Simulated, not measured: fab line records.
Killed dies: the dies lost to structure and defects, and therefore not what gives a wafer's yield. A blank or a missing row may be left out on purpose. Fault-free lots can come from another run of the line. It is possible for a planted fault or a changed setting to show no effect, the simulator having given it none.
Which tool was responsible?    flow nand-harc    Sampling: 24 lots, 72 wafers, 6 of 1302 route steps

## WHAT THE GAUGES SHOWED, per wafer
The record lacks any reading of a measuring or inspecting step that a usual standard deviation could be used to judge.

## EACH LOT AND THE TOOL THAT RAN IT (in order: tool; ch and the chambers of the sampled wafers; start)
lot   NHARC_A_STAIRCASE_ETCH_315                     NHARC_A_STAIRCASE_ALD_415         NHARC_A_STAIRCASE_DEP_417        NHARC_A_STAIRCASE_CMP_152      NHARC_A_STAIRCASE_ETCHBACK_422      NHARC_A_STAIRCASE_STRIP_475
L075  rie-diel-11 ch 0,2,3, day 17 02:40 or earlier  ald-hk-02 ch 1,2,3, day 17 02:40  pecvd-02 ch 1,2, day 17 05:10    cmp-01 ch 0,1,3, day 19 06:12  rie-diel-03 ch 0,1, day 19 07:40    rie-diel-03 ch 0,1, day 19 08:35
L074  rie-diel-11 ch 2,3, day 17 06:43 or earlier    ald-hk-04 ch 0,2, day 17 06:43    pecvd-04 ch 0,1, day 17 10:50    cmp-02 ch 0,2,3, day 19 11:45  rie-diel-13 ch 1,2,3, day 19 12:13  rie-diel-13 ch 0,2,3, no start
L076  rie-diel-11 ch 1,2,3, day 17 19:50 or earlier  ald-hk-01 ch 0,1, day 17 19:50    pecvd-02 ch 0,1, day 17 22:07    cmp-03 ch 2,3, day 19 16:55    rie-diel-11 ch 0,2, day 19 17:23    rie-diel-11 ch 0,1,2, no start
L077  rie-diel-11 ch 2,3, day 18 02:23 or earlier    ald-hk-02 ch 0,1,2, day 18 02:23  pecvd-04 ch 1,2, day 18 04:20    cmp-03 ch 1,2,3, day 19 18:01  rie-diel-11 ch 0,1,3, day 19 18:31  rie-diel-11 ch 0,3, no start
L079  rie-diel-03 ch 1,3, day 18 18:16 or earlier    ald-hk-01 ch 2,3, day 18 18:16    pecvd-04 ch 0,1,2, day 18 20:31  cmp-01 ch 1,2,3, day 20 19:27  rie-diel-03 ch 1,3, day 20 19:55    rie-diel-13 ch 0,3, no start
L078  rie-diel-03 ch 0,1,3, day 18 22:37 or earlier  ald-hk-04 ch 0,3, day 18 22:37    pecvd-01 ch 0,1, day 19 00:59    cmp-02 ch 0,2,3, day 20 18:46  rie-diel-13 ch 1,3, day 20 19:11    rie-diel-11 ch 1,3, no start
L080  rie-diel-13 ch 0,1,3, day 19 12:01 or earlier  ald-hk-04 ch 1,2, day 19 12:01    pecvd-01 ch 0,1, day 19 14:29    cmp-01 ch 0,1, day 21 12:03    rie-diel-03 ch 1,3, day 21 12:35    rie-diel-11 ch 0,2,3, no start
L081  rie-diel-13 ch 0,1,3, day 19 14:09 or earlier  ald-hk-04 ch 0,1,3, day 19 14:09  pecvd-02 ch 0,2, day 19 16:16    cmp-02 ch 0,1, day 21 10:48    rie-diel-13 ch 1,3, day 21 11:20    rie-diel-11 ch 1,2,3, no start
L082  rie-diel-11 ch 1,2,3, day 21 02:55 or earlier  ald-hk-04 ch 1,2, day 21 02:55    pecvd-01 ch 0,1,2, day 21 05:12  cmp-02 ch 0,1,2, day 22 21:14  rie-diel-03 ch 0,1,2, day 22 21:43  rie-diel-03 ch 1,2,3, no start
L083  rie-diel-13 ch 0,1, day 21 03:38 or earlier    ald-hk-02 ch 1,2,3, day 21 03:38  pecvd-01 ch 0,1, day 21 09:43    cmp-01 ch 1,2,3, day 23 05:05  rie-diel-11 ch 1,2,3, day 23 05:32  rie-diel-03 ch 0,3, no start
L085  rie-diel-11 ch 0,2,3, day 21 09:02 or earlier  ald-hk-04 ch 0,2,3, day 21 09:02  pecvd-01 ch 0,1,2, day 21 10:35  cmp-02 ch 1,2,3, day 23 07:43  rie-diel-13 ch 0,1,3, day 23 08:11  rie-diel-03 ch 0,1, no start
L084  rie-diel-11 ch 1,2,3, day 21 09:32 or earlier  ald-hk-02 ch 0,1,3, day 21 09:32  pecvd-02 ch 0,1,2, day 21 11:10  cmp-03 ch 0,1,3, day 23 04:50  rie-diel-13 ch 0,1, day 23 05:16    rie-diel-03 ch 2,3, no start
L086  rie-diel-03 ch 1,2,3, day 22 12:18 or earlier  ald-hk-02 ch 1,2, day 22 12:18    pecvd-04 ch 0,1,2, day 22 14:36  cmp-03 ch 2,3, day 24 12:46    rie-diel-11 ch 2,3, day 24 13:14    rie-diel-13 ch 0,2,3, no start
L087  rie-diel-03 ch 0,1, day 22 22:34 or earlier    ald-hk-01 ch 0,1, day 22 22:34    pecvd-04 ch 0,1,2, day 23 01:24  cmp-01 ch 1,2,3, day 24 22:55  rie-diel-03 ch 0,2,3, day 24 23:24  rie-diel-03 ch 0,3, no start
L089  rie-diel-03 ch 0,1,3, day 22 23:58 or earlier  ald-hk-04 ch 0,1,2, day 22 23:58  pecvd-04 ch 0,1, day 23 03:04    cmp-02 ch 0,1,3, day 24 23:07  rie-diel-13 ch 1,2,3, day 24 23:34  rie-diel-13 ch 0,1,3, no start
L088  rie-diel-11 ch 0,1,2, day 23 04:53 or earlier  ald-hk-01 ch 0,1,2, day 23 04:53  pecvd-04 ch 0,1,2, day 23 06:49  cmp-02 ch 0,2,3, day 25 08:32  rie-diel-11 ch 0,1,2, day 25 08:59  rie-diel-11 ch 2,3, no start
L090  rie-diel-03 ch 2,3, day 23 10:17 or earlier    ald-hk-01 ch 2,3, day 23 10:17    pecvd-01 ch 1,2, day 23 12:46    cmp-02 ch 0,2, day 25 08:14    rie-diel-11 ch 2,3, day 25 08:42    rie-diel-11 ch 0,1,2, no start
L091  rie-diel-03 ch 0,1,3, day 24 10:26 or earlier  ald-hk-02 ch 0,1,3, day 24 10:26  pecvd-01 ch 1,2, day 24 12:43    cmp-01 ch 0,1,2, day 26 07:46  rie-diel-03 ch 2,3, day 26 08:13    rie-diel-03 ch 0,1,2, no start
L092  rie-diel-13 ch 0,1,3, day 24 22:49 or earlier  ald-hk-01 ch 0,1,3, day 24 22:49  pecvd-01 ch 0,2, day 25 00:24    cmp-02 ch 0,1,2, day 26 20:09  rie-diel-11 ch 0,3, day 26 20:35    rie-diel-03 ch 0,2, day 26 21:10
L093  rie-diel-11 ch 0,2, day 24 23:32 or earlier    ald-hk-04 ch 0,1,2, day 24 23:32  pecvd-02 ch 1,2, day 25 01:20    cmp-03 ch 2,3, day 26 20:08    rie-diel-13 ch 0,1,3, day 26 20:35  rie-diel-13 ch 0,2,3, no start
L094  rie-diel-13 ch 1,3, day 25 04:18 or earlier    ald-hk-01 ch 0,3, day 25 04:18    pecvd-02 ch 1,2, day 25 06:35    cmp-01 ch 0,1,2, day 26 22:58  rie-diel-13 ch 1,2, day 26 23:29    rie-diel-03 ch 2,3, day 27 00:04
L095  rie-diel-03 ch 1,2, day 26 02:50 or earlier    ald-hk-01 ch 0,1,3, day 26 02:50  pecvd-02 ch 0,1,2, day 26 04:57  cmp-02 ch 0,2,3, day 27 23:47  rie-diel-11 ch 1,2,3, day 28 00:13  rie-diel-13 ch 1,3, day 28 01:10
L096  rie-diel-11 ch 0,2,3, day 26 10:20 or earlier  ald-hk-04 ch 0,2,3, day 26 10:20  pecvd-04 ch 0,2, day 26 12:37    cmp-02 ch 0,2,3, day 28 06:10  rie-diel-03 ch 0,2,3, day 28 06:38  rie-diel-13 ch 0,1,3, no start
L097  rie-diel-13 ch 0,1,3, day 26 19:07 or earlier  ald-hk-01 ch 0,3, day 26 19:07    pecvd-01 ch 0,1,2, day 26 22:48  cmp-01 ch 0,1,2, day 28 18:51  rie-diel-03 ch 0,2,3, day 28 19:17  rie-diel-13 ch 1,2, no start
- NHARC_A_STAIRCASE_ETCH_315: etches the open film in C4F8/O2/Ar, target depth 2500 nm, time 607.1 s.
- NHARC_A_STAIRCASE_ALD_415: deposits SiO2, target thk 30 nm, pulse time 6 s, ald cycles 300.
- NHARC_A_STAIRCASE_DEP_417: deposits Si3N4, target thk 60 nm.
- NHARC_A_STAIRCASE_CMP_152: polishes.
- NHARC_A_STAIRCASE_ETCHBACK_422: etches the open film in CH3F/O2, target depth 40 nm, time 74.286 s.
- NHARC_A_STAIRCASE_STRIP_475: strips in O2, time 20 s.

## AS READ BY THE TOOLS THEMSELVES (means over the sampled wafers that have a number; for cases with no such wafer, the mark the record gives instead)
NHARC_A_STAIRCASE_ETCH_315. Usual: oes-product-au 0.931 a.u., standard deviation 0.01; rf-vpp-V 1826 V, standard deviation 12.
lot   tool         oes-product-au (a.u.)  rf-vpp-V (V)  flag
L075  rie-diel-11  0.939                  1836          
L074  rie-diel-11  0.942                  1837          
L076  rie-diel-11  0.931                  1829          
L077  rie-diel-11  0.945                  1827          
L079  rie-diel-03  0.937                  1816          
L078  rie-diel-03  0.937                  1820          
L080  rie-diel-13  0.933                  1829          
L081  rie-diel-13  0.937                  1829          
L082  rie-diel-11  0.931                  1828          
L083  rie-diel-13  0.939                  1820          
L085  rie-diel-11  0.928                  1834          
L084  rie-diel-11  0.927                  1829          
L086  rie-diel-03  0.940                  1823          
L087  rie-diel-03  0.922                  1812          
L089  rie-diel-03  0.935                  1817          
L088  rie-diel-11  0.928                  1828          
L090  rie-diel-03  0.934                  1830          
L091  rie-diel-03  0.938                  1817          
L092  rie-diel-13  0.921                  1826          
L093  rie-diel-11  0.925                  1832          
L094  rie-diel-13  0.924                  1835          
L095  rie-diel-03  0.933                  1821          
L096  rie-diel-11  0.934                  1832          
L097  rie-diel-13  0.931                  1826          

NHARC_A_STAIRCASE_ALD_415. Usual: heater-power-outer-w 249 W, standard deviation 27; heater-power-w 450 W, standard deviation 40; precursor-pulse-height-rel 0.999, standard deviation 0.02.
lot   tool       heater-power-outer-w (W)  heater-power-w (W)  precursor-pulse-height-rel  flag
L075  ald-hk-02  249                       433                 0.992                       
L074  ald-hk-04  266                       490                 0.979                       
L076  ald-hk-01  247                       457                 0.989                       
L077  ald-hk-02  245                       446                 0.991                       
L079  ald-hk-01  238                       430                 1.003                       
L078  ald-hk-04  265                       460                 1.016                       
L080  ald-hk-04  241                       434                 1.020                       
L081  ald-hk-04  259                       462                 0.996                       
L082  ald-hk-04  247                       438                 0.999                       
L083  ald-hk-02  243                       425                 0.975                       
L085  ald-hk-04  263                       468                 0.994                       
L084  ald-hk-02  258                       480                 1.022                       
L086  ald-hk-02  261                       453                 0.991                       
L087  ald-hk-01  238                       441                 1.003                       
L089  ald-hk-04  255                       461                 0.973                       
L088  ald-hk-01  237                       444                 1.011                       
L090  ald-hk-01  225                       417                 0.992                       
L091  ald-hk-02  254                       460                 1.011                       
L092  ald-hk-01  241                       442                 1.017                       
L093  ald-hk-04  256                       462                 1.007                       
L094  ald-hk-01  251                       451                 0.981                       
L095  ald-hk-01  244                       446                 1.003                       
L096  ald-hk-04  268                       476                 0.989                       
L097  ald-hk-01  274                       474                 0.984                       

NHARC_A_STAIRCASE_DEP_417. Usual: heater-power-outer-w 379 W, standard deviation 61; heater-power-w 654 W, standard deviation 87.
lot   tool      heater-power-outer-w (W)  heater-power-w (W)  flag
L075  pecvd-02  360                       598                 
L074  pecvd-04  359                       674                 
L076  pecvd-02  362                       643                 
L077  pecvd-04  352                       631                 
L079  pecvd-04  408                       709                 
L078  pecvd-01  447                       727                 
L080  pecvd-01  402                       698                 
L081  pecvd-02  358                       632                 
L082  pecvd-01  367                       649                 
L083  pecvd-01  373                       623                 
L085  pecvd-01  416                       686                 
L084  pecvd-02  393                       651                 
L086  pecvd-04  386                       677                 
L087  pecvd-04  379                       653                 
L089  pecvd-04  423                       744                 
L088  pecvd-04  387                       660                 
L090  pecvd-01  393                       675                 
L091  pecvd-01  405                       678                 
L092  pecvd-01  354                       637                 
L093  pecvd-02  358                       581                 
L094  pecvd-02  347                       570                 
L095  pecvd-02  361                       634                 
L096  pecvd-04  379                       620                 
L097  pecvd-01  362                       624                 

NHARC_A_STAIRCASE_CMP_152. Usual: 12.1 A for motor-current-A, sd 1.2.
lot   tool    motor-current-A (A)  flag
L075  cmp-01  12.2                 
L074  cmp-02  12.1                 
L076  cmp-03  12.6                 
L077  cmp-03  11.7                 
L079  cmp-01  11.3                 
L078  cmp-02  12.4                 
L080  cmp-01  12.8                 
L081  cmp-02  12.5                 
L082  cmp-02  12.8                 
L083  cmp-01  11.7                 
L085  cmp-02  11.8                 
L084  cmp-03  12.4                 
L086  cmp-03  12.2                 
L087  cmp-01  11.5                 
L089  cmp-02  12.4                 
L088  cmp-02  11.9                 
L090  cmp-02  13.0                 
L091  cmp-01  12.8                 
L092  cmp-02  12.9                 
L093  cmp-03  12.6                 
L094  cmp-01  12.5                 
L095  cmp-02  12.2                 
L096  cmp-02  12.0                 
L097  cmp-01  12.5                 

NHARC_A_STAIRCASE_ETCHBACK_422. Usual: drypump-motor-current-A 5.6 A, standard deviation 0.57; oes-product-au 0.97 a.u., standard deviation 0.037; rf-vpp-V 244.0 V, standard deviation 1.8; showerhead-plenum-p-Torr 2.44 Torr, standard deviation 0.12; throttle-valve-pct 20.662 %, standard deviation 0.0098.
lot   tool         drypump-motor-current-A (A)  oes-product-au (a.u.)  rf-vpp-V (V)  showerhead-plenum-p-Torr (Torr)  throttle-valve-pct (%)  flag
L075  rie-diel-03  5.2                          0.93                   243.1         2.33                             20.652                  
L074  rie-diel-13  5.2                          1.00                   243.9         2.46                             20.656                  
L076  rie-diel-11  5.5                          1.01                   244.3         2.45                             20.658                  
L077  rie-diel-11  6.2                          0.98                   245.6         2.56                             20.671                  
L079  rie-diel-03  5.1                          1.00                   243.1         2.35                             20.667                  
L078  rie-diel-13  5.1                          0.99                   245.7         2.55                             20.658                  
L080  rie-diel-03  5.1                          0.92                   242.5         2.35                             20.653                  
L081  rie-diel-13  5.1                          0.97                   244.9         2.55                             20.664                  
L082  rie-diel-03  5.3                          0.99                   242.2         2.37                             20.652                  
L083  rie-diel-11  5.9                          0.92                   244.3         2.47                             20.663                  
L085  rie-diel-13  5.5                          1.00                   244.0         2.46                             20.665                  
L084  rie-diel-13  5.9                          1.01                   243.5         2.38                             20.671                  
L086  rie-diel-11  5.9                          0.92                   244.7         2.53                             20.662                  
L087  rie-diel-03  5.7                          0.92                   244.3         2.43                             20.658                  
L089  rie-diel-13  5.2                          0.99                   244.1         2.44                             20.650                  
L088  rie-diel-11  5.9                          0.93                   243.6         2.45                             20.665                  
L090  rie-diel-11  5.9                          1.00                   245.4         2.53                             20.659                  
L091  rie-diel-03  5.8                          1.00                   243.6         2.48                             20.661                  
L092  rie-diel-11  6.1                          1.00                   246.2         2.60                             20.657                  
L093  rie-diel-13  5.5                          0.93                   244.2         2.46                             20.673                  
L094  rie-diel-13  5.1                          0.92                   243.0         2.35                             20.661                  
L095  rie-diel-11  5.9                          1.01                   244.1         2.45                             20.661                  
L096  rie-diel-03  5.7                          1.00                   243.6         2.42                             20.662                  
L097  rie-diel-03  5.7                          1.00                   244.1         2.42                             20.659                  

NHARC_A_STAIRCASE_STRIP_475. Usual: drypump-motor-current-A 5.6 A, standard deviation 0.53; oes-product-au 0.999 a.u., standard deviation 0.0095; rf-vpp-V 57.8 V, standard deviation 0.95; showerhead-plenum-p-Torr 3.51 Torr, standard deviation 0.16; throttle-valve-pct 17.036 %, standard deviation 0.0089.
lot   tool         drypump-motor-current-A (A)  oes-product-au (a.u.)  rf-vpp-V (V)  showerhead-plenum-p-Torr (Torr)  throttle-valve-pct (%)  flag
L075  rie-diel-03  5.2                          1.009                  56.5          3.36                             17.036                  
L074  rie-diel-13  5.8                          1.013                  57.5          3.54                             17.040                  
L076  rie-diel-11  5.9                          1.002                  57.7          3.54                             17.035                  
L077  rie-diel-11  6.1                          0.985                  58.4          3.76                             17.028                  
L079  rie-diel-13  5.7                          1.011                  58.8          3.67                             17.043                  
L078  rie-diel-11  6.3                          0.991                  58.4          3.67                             17.047                  
L080  rie-diel-11  5.8                          0.999                  57.5          3.64                             17.033                  
L081  rie-diel-11  5.9                          1.005                  57.9          3.55                             17.033                  
L082  rie-diel-03  5.5                          0.994                  58.1          3.47                             17.027                  
L083  rie-diel-03  5.6                          1.009                  57.3          3.44                             17.043                  
L085  rie-diel-03  4.9                          0.988                  57.1          3.30                             17.033                  
L084  rie-diel-03  5.9                          0.995                  57.8          3.56                             17.039                  
L086  rie-diel-13  5.8                          0.996                  57.3          3.52                             17.040                  
L087  rie-diel-03  5.7                          1.002                  58.4          3.51                             17.039                  
L089  rie-diel-13  5.5                          0.997                  58.1          3.53                             17.028                  
L088  rie-diel-11  5.9                          0.999                  57.8          3.63                             17.044                  
L090  rie-diel-11  5.9                          1.008                  58.2          3.52                             17.039                  
L091  rie-diel-03  5.3                          0.993                  57.4          3.39                             17.037                  
L092  rie-diel-03  5.8                          0.996                  57.8          3.48                             17.039                  
L093  rie-diel-13  5.8                          1.002                  58.5          3.51                             17.029                  
L094  rie-diel-03  5.9                          1.006                  58.2          3.55                             17.031                  
L095  rie-diel-13  5.0                          1.004                  58.0          3.51                             17.045                  
L096  rie-diel-13  5.5                          1.000                  57.6          3.51                             17.039                  
L097  rie-diel-13  5.3                          0.997                  57.4          3.36                             17.034                  

## THE ANSWER, worked out from the rows above alone
Rule: lot off if the mean of its wafers having a number is beyond 3 standard deviations from the usual mean. Also off: a lot with no number at a reading for which 4 or more lots have one. The other lots that the step has rows for count as sound. The gauges are gone through in route order, then the tools' own readings, and for those a lot's mean is taken as printed above. The first step at which some lot is off is used, and at that step the reading that is off furthest; a lot without a number counts as furthest.
Across all readings shown, no lot is off: no conclusion can be drawn from this.

## WHAT THE SIMULATOR HAD INSERTED
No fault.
